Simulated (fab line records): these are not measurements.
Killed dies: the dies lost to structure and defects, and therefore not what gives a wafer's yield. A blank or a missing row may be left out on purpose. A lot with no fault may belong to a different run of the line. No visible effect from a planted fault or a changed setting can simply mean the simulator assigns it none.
Chamber matching    flow n5_finfet    rie_si-04 running N5_FIN_SAQP_ETCH_65: 4 sister chambers
The step etches SiO2 in CF4, target depth 4 nm, time 4.4 s. 8 wafers are shown with their chamber, then 10 later ones without.

## WAFERS WITH THEIR CHAMBER
wafer   chamber  throttle_valve_pct (%)  oes_product_au (a.u.)
L079.6  3        21.83                   1.013
L082.2  2        22.16                   0.997
L082.4  3        21.82                   1.018
L082.5  2        22.15                   0.999
L083.1  0        21.67                   0.996
L083.5  1        21.83                   1.011
L084.1  0        21.68                   0.991
L084.5  1        21.81                   0.999

## WAFERS WHOSE CHAMBER IS MISSING
wafer   throttle_valve_pct (%)  oes_product_au (a.u.)
L084.6  22.17                   0.997
L086.1  21.82                   1.012
L086.2  21.68                   0.991
L086.4  21.80                   1.001
L088.2  22.16                   1.000
L088.3  21.66                   1.003
L088.5  21.83                   1.021
L097.1  21.67                   0.998
L097.3  22.16                   1.003
L097.5  21.79                   1.002

## EACH ONE'S CHAMBER
wafer   from the rows above      in truth
L084.6  2                        2
L086.1  can't be placed: 3 or 1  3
L086.2  0                        0
L086.4  can't be placed: 1 or 3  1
L088.2  2                        2
L088.3  0                        0
L088.5  3                        3
L097.1  0                        0
L097.3  2                        2
L097.5  can't be placed: 1 or 3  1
Correct placement for 7 of the 10. Unplaceable from these rows: 3, with the true chamber sitting among the candidates in 3. Number placed wrongly: 0.
How it was worked out, from the rows above alone: a wafer's distance from a chamber is the root of the sum, over the readings, of the square of ((its reading less the chamber's mean) divided by the reading's scatter). The wafer belongs to the nearest chamber; if the next one is less than 2 further off, it can't be placed. A chamber's mean is the mean of its shown wafers. How the scatter is found: for the shown wafers, subtract from each reading the mean of its chamber, square and add these, divide the total by (wafers less chambers), then take the root.
